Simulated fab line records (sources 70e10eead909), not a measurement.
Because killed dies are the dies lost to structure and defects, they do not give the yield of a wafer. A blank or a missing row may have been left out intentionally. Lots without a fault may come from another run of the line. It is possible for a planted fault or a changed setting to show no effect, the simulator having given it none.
fab line records | flow nandHarc
record: lots: 5 wafers: 15 lastDay: 32
route steps=1302 shown P_GATE@185 END@1302
lots that met no fault: taken from a fault-free run of the same line
startH: hours from the record's first day to the start of the lot's first wafer shown | waitH: hours since the lot's step before | " repeats the value in the row above | L1.1+2: one row covering several wafers at once | - value missing, or start not given | * or withheld: withheld | < > ~ a bound
route shown NAME@n: names a module that has steps shown in the file, with the first one's number in the route | usual: mean/standard deviation of fault-free wafers | same: alike in all rows | chamber/n: place in a boat | sites: per-site readings | _std_site: how widely they spread, as a standard deviation | _edge_site: mean of outer sites minus mean of inner sites | radiusMm: how far each site lies from the wafer's centre | mask NAME#n: copy n | behind: the tool/chamber that last shaped the wafer | hold: reason for holding the lot/hours on hold/outcome of the hold | device: whichever transistor did not switch (one of n, p or np) | end of line: at the end of the route, the tests of the same wafers | a step without rows: its recipe alone | killed: not the wafer's yield, but the dies lost to structure and defects at the first sort | map: per-die view of a wafer (x killed, . not killed, _ where there is no die)
set.NAME: setting as actually run; set.NAME@STEP: the setting as run at that earlier step | model.NAME: the simulator's own value behind a step, which no gauge read
certain route steps with their lots: each step a table, each wafer a row
services: when a tool's chamber went out of use (startH, in hours from the record's first day, below 0 if earlier), for how many hours, and the reason
== steps ==
step: NHARC_P_GATE_CD_MEAS_59
recipe: targetCdNm: 720 landingEnergyEv: 500
usual: cdNm: 719.5/1.9
columns lot.wafer tool chamber startH waitH cdNm
L412.3 cdSem-02 0 158.13 - 718.4
L412.4 " 0 " " 720.9
L412.6 " 0 " " 719.4
L422.2 cdSem-03 0 257.29 - 723.0
L422.5 " 0 " " 721.9
L422.6 " 0 " " 720.6
L423.1 cdSem-01 0 271.70 - 717.7
L423.4 " 0 " " 719.6
L423.5 " 0 " " 720.6
L426.1 cdSem-01 0 296.35 - 719.7
L426.4 " 0 " " 719.1
L426.6 " 0 " " 719.1
L427.2 cdSem-02 0 310.86 - 718.5
L427.4 " 0 " " 718.5
L427.5 " 0 " " 719.0
step: NHARC_P_GATE_HARDBAKE_60
recipe: tempC: 125 timeS: 80
step: NHARC_P_GATE_DESCUM_61
recipe: timeS: 3 o2FlowSccm: 200 arFlowSccm: 0 biasPowerW: 0 chemistry: O2
usual: drypumpMotorCurrentA: 5.6/0.32 oesProductAu: 0.997/0.01 rfVppV: 57.7/0.88 showerheadPlenumPTorr: 1.88/0.068 throttleValvePct: 11.311/0.0092
columns lot.wafer tool chamber startH waitH drypumpMotorCurrentA oesProductAu rfHoursCounterH rfVppV showerheadPlenumPTorr throttleValvePct
L412.4 rieDiel-02 0 158.29 - 5.4 1.017 3.7 56.4 1.79 11.294
L412.3 " 2 " " 5.5 0.990 5.6 57.5 1.87 11.301
L412.6 " 0 " " 5.5 1.013 - 57.0 1.79 11.316
L422.2 rieDiel-12 3 257.48 - 5.4 0.999 9.8 56.1 1.83 11.299
L422.5 " 1 " " 5.8 0.981 - 57.7 1.83 11.306
L422.6 " 2 " " 5.6 1.001 - 57.9 1.92 11.308
L423.1 rieDiel-09 3 271.86 - 5.7 0.999 5.1 58.2 1.93 11.298
L423.4 " 1 " " 5.1 1.007 8.0 58.5 2.05 11.322
L423.5 " 0 " " 5.1 0.998 - 58.4 1.84 11.300
L426.4 rieDiel-02 2 296.51 - 5.5 0.999 2.5 57.9 1.87 11.309
L426.1 " 0 " " 5.5 1.013 2.7 56.8 1.79 11.305
L426.6 " 2 " " 5.4 1.004 - 57.5 1.87 11.305
L427.4 rieDiel-12 1 311.01 - 5.8 0.985 1.2 58.3 1.83 11.321
L427.2 " 0 " " 5.3 0.996 1.6 57.8 1.82 11.300
L427.5 " 2 " " 5.7 0.976 - 58.5 1.92 11.313
step: NHARC_P_GATE_IMPLANT_62
recipe: energyKev: 20 doseCm2: 3e+15 tiltDeg: 7
step: NHARC_P_GATE_STRIP_112
recipe: powerW: 1500 tempC: 110 timeS: 200 chemistry: N2/H2
usual: drypumpMotorCurrentA: 5.7/0.53 heaterPowerW: 82/7
columns lot.wafer tool chamber startH waitH drypumpMotorCurrentA heaterPowerW rfHoursCounterH
L412.3 plasmaAsher-02 0 158.75 0.2 5.8 71 -
L412.4 " 1 " " 6.2 87 -
L412.6 " 0 " " 5.9 74 -
L422.2 plasmaAsher-01 1 258.03 0.4 5.8 86 17
L422.6 " 1 " " 5.8 85 -
L422.5 " 0 " " 4.8 85 -
L423.1 plasmaAsher-02 0 272.28 0.2 5.9 70 2
L423.4 " 0 " " 5.9 68 -
L423.5 " 0 " " 5.9 69 -
L426.1 plasmaAsher-02 0 296.93 0.2 5.9 69 8
L426.4 " 1 " " 6.2 83 -
L426.6 " 0 " " 5.9 69 -
L427.2 plasmaAsher-02 0 311.38 0.2 5.9 68 10
L427.4 " 0 " " 5.9 71 -
L427.5 " 0 " " 5.9 69 -
step: NHARC_P_GATE_STRIP_76
recipe: powerW: 1500 tempC: 250 chemistry: O2
usual: drypumpMotorCurrentA: 5.7/0.53 heaterPowerW: 305/26
columns lot.wafer tool chamber startH waitH drypumpMotorCurrentA heaterPowerW rfHoursCounterH
L412.3 plasmaAsher-02 0 158.94 0.2 5.9 265 -
L412.4 " 1 " " 6.2 325 -
L412.6 " 0 " " 5.9 267 -
L422.2 plasmaAsher-01 1 258.29 0.2 5.9 324 17
L422.6 " 1 " " 5.8 322 -
L422.5 " 0 " " 4.8 317 -
L423.1 plasmaAsher-02 0 272.51 0.2 5.9 256 3
L423.4 " 0 " " 5.9 254 -
L423.5 " 0 " " 5.9 258 -
L426.1 plasmaAsher-02 0 297.16 0.2 5.9 262 8
L426.4 " 1 " " 6.1 316 -
L426.6 " 0 " " 5.9 260 -
L427.2 plasmaAsher-02 0 311.64 0.2 5.9 261 10
L427.4 " 0 " " 5.8 265 -
L427.5 " 0 " " 5.9 258 -
step: NHARC_P_GATE_STRIP_63
recipe: timeS: 900 tempC: 130 chemistry: SPM
step: NHARC_P_GATE_DEHYDRATE_83
recipe: tempC: 150 timeS: 120
step: NHARC_P_GATE_HMDS_84
recipe: timeS: 30
step: NHARC_P_GATE_COAT_85
recipe: spinRpm: 3000
step: NHARC_P_GATE_SOFTBAKE_86
recipe: tempC: 122 timeS: 95
step: NHARC_P_GATE_EBR_87
step: NHARC_P_GATE_EXPOSE_88
recipe: na: 0.6 targetCdNm: 2000 doseMj: 11.87 maskId: P_HVN
columns lot.wafer tool chamber startH waitH mask
L412.3+4+6 krfScanner-04 0 159.59 - P_HVN_R1#0
L422.2+5+6 krfScanner-03 0 259.07 - P_HVN#0
L423.1+4+5 krfScanner-04 0 273.26 - P_HVN#0
L426.1+4+6 krfScanner-01 0 297.91 - P_HVN#0
L427.2+4+5 krfScanner-03 0 312.41 - P_HVN#0
step: NHARC_P_GATE_PEB_89
recipe: pebTempC: 118 pebTimeS: 85
step: NHARC_P_GATE_DEVELOP_90
recipe: timeS: 70
step: NHARC_P_GATE_CD_MEAS_91
recipe: targetCdNm: 2000 landingEnergyEv: 500
usual: cdNm: 1999.8/1.9
columns lot.wafer tool chamber startH waitH hold cdNm
L412.3 cdSem-02 0 159.74 - awaitDispo/0.2h/release 1888.2
L412.4 " 0 " " awaitDispo/0.2h/release 1891.9
L412.6 " 0 " " awaitDispo/0.2h/release 1890.6
L412.3 cdSem-02 0 - - - 1888.4
L412.4 " 0 " " - 1891.9
L412.6 " 0 " " - 1890.9
L422.2 cdSem-03 0 259.23 - - 2000.5
L422.5 " 0 " " - 1998.8
L422.6 " 0 " " - 1999.6
L423.1 cdSem-01 0 273.41 - - 1999.3
L423.4 " 0 " " - 1998.7
L423.5 " 0 " " - 1996.1
L426.1 cdSem-01 0 298.06 - - 2001.3
L426.4 " 0 " " - 2000.0
L426.6 " 0 " " - 1997.6
L427.2 cdSem-01 0 312.56 - - 1999.6
L427.4 " 0 " " - 2003.4
L427.5 " 0 " " - 2000.9
step: NHARC_END_SORT_01
recipe: tempC: 25
usual: defectLimitedYield: 91.1/2.9 killedAtArray: 55/20 killedAtOther: 0.7/0.96 killedAtPeriphery: 4.1/2.4 killedDies: 60/20 killedOpen: 3.3/1.9 killedShort: 2.8/1.6
same: grossDies: 677
columns lot.wafer tool chamber startH waitH defectLimitedYield[%] killedAtArray killedAtOther killedAtPeriphery killedDies killedOpen killedShort
L422.2 prober-02 0 696.91 2.8 93.6 39 2 2 43 4 2
L422.5 prober-02 0 699.26 3.6 92.8 43 0 6 49 3 3
L422.6 prober-02 0 700.05 3.9 92.8 45 0 4 49 5 3
killed by level:class
L422.2 A_CHANNEL_HOLE_D1:chamberFilmFlake=29 A_STAIRCASE:chamberFilmFlake=3 A_CHANNEL_FILL_D1:geometricParticle:short=1 A_ONON_D2:geometricParticle:open=1 A_CHANNEL_HOLE_D2:geometricParticle:short=1 A_SGD_CUT:geometricParticle:open=1 A_M0:geometricParticle:open=1 P_ZERO_WELL:chamberFilmFlake=1
L422.5 A_CHANNEL_HOLE_D1:chamberFilmFlake=30 A_DECK1_JOINT:chamberFilmFlake=3 P_BONDPAD:chamberFilmFlake=2 A_SLIT:chamberFilmFlake=2 A_CONTACT:chamberFilmFlake=2 P_CONTACT:geometricParticle:open=1 A_ONON_D1:geometricParticle:open=1 A_CHANNEL_FILL_D1:geometricParticle:short=1
L422.6 A_CHANNEL_HOLE_D1:chamberFilmFlake=34 A_CHANNEL_FILL_D1:geometricParticle:short=2 A_CHANNEL_FILL_D2:geometricParticle:open=2 P_GATE:geometricParticle:short=1 A_CHANNEL_FILL_D1:geometricParticle:open=1 A_M0:geometricParticle:open=1 A_M1:geometricParticle:open=1 P_STI:chamberFilmFlake=1
== services ==
columns tool chamber startH hours kind
rieDiel-09 2 134.92 6.7 repair
krfScanner-01 - 140.00 4.0 pm
krfScanner-01 - 146.91 0.5 repair
plasmaAsher-01 - 165.00 9.0 pm
rieDiel-02 3 172.30 6.0 repair
krfScanner-04 - 182.00 4.0 pm
rieDiel-12 1 190.19 8.3 repair
rieDiel-09 3 190.44 5.8 repair
rieDiel-09 - 200.90 0.7 repair
rieDiel-12 0 212.10 42.8 repair
rieDiel-02 - 216.82 9.0 pm
krfScanner-03 - 224.00 4.0 pm
krfScanner-03 - 229.69 0.1 repair
krfScanner-01 - 234.40 1.8 repair
krfScanner-04 - 246.47 0.4 repair
plasmaAsher-02 - 251.32 9.0 pm
rieDiel-12 - 252.16 0.4 repair
rieDiel-09 - 260.27 0.2 repair
rieDiel-02 2 261.66 1.5 repair
rieDiel-12 - 268.45 9.0 pm
krfScanner-01 - 271.72 0.2 repair
krfScanner-01 - 273.17 0.4 repair
krfScanner-04 - 279.08 4.8 repair
rieDiel-12 0 301.09 3.1 repair
== key ==
firstSign: step: NHARC_P_GATE_EXPOSE_88 reading: mask direction: changed
effect: step: NHARC_P_GATE_CD_MEAS_91 reading: visit direction: added
effect: step: NHARC_P_GATE_CD_MEAS_91 reading: cdNm direction: down sigmas: 58 usual: 1999.8 struck: 1890.2
metAt NHARC_P_GATE_EXPOSE_88
struckWafers L412.3,L412.4,L412.6
scrappedBehind NHARC_P_GATE_CD_MEAS_91 L412.3,L412.4,L412.6
fault: kind: wrongMask tool: any chamber: - onsetH: 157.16 steps: NHARC_P_GATE_EXPOSE_88 auxCopy: P_HVN_R1#0 cdOffsetNm: -110.68 scope: struckLotsOnly
